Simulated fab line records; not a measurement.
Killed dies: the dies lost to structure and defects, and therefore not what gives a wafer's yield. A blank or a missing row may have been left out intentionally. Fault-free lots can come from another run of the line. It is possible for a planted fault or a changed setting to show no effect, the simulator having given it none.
Matching of chambers	flow n5 finfet	N5_MOL_CONTACT_COAG_ETCH_110 on rie diel-01 has 4 sister chambers
The step etches Si in CF4/O2, target depth 2.5 nm, time 8 s. 4 wafers are shown with their chamber, then 7 later ones without.

## WAFERS, EACH WITH ITS CHAMBER
wafer	chamber	drypump motor current A (A)
L087.2	1	5.8
L087.4	3	5.0
L091.1	0	6.2
L091.4	2	5.1

## WAFERS WITHOUT THEIR CHAMBER
wafer	drypump motor current A (A)
L091.5	5.1
L092.1	5.8
L092.3	5.0
L092.5	6.3
L095.2	6.2
L095.4	5.1
L095.5	5.0

## WHICH CHAMBER EACH ONE RAN IN
wafer	from the rows above	in truth
L091.5	2	2
L092.1	1	1
L092.3	3	3
L092.5	0	0
L095.2	0	0
L095.4	2	2
L095.5	3	3
Correctly placed: 7 of 7. Not placeable from these rows: 0. Wrongly placed: 0.
How it was worked out, from the rows above alone: a wafer's distance from a chamber is the root of the sum, over the readings, of the square of ((its reading less the chamber's mean) divided by the reading's scatter). The wafer belongs to the nearest chamber; if the next one is less than 2 further off, it can't be placed. A chamber's mean is the mean of its shown wafers. The scatter: with one shown wafer a chamber, the root of the mean of the squares of how far each hidden wafer lies from its nearest shown one.
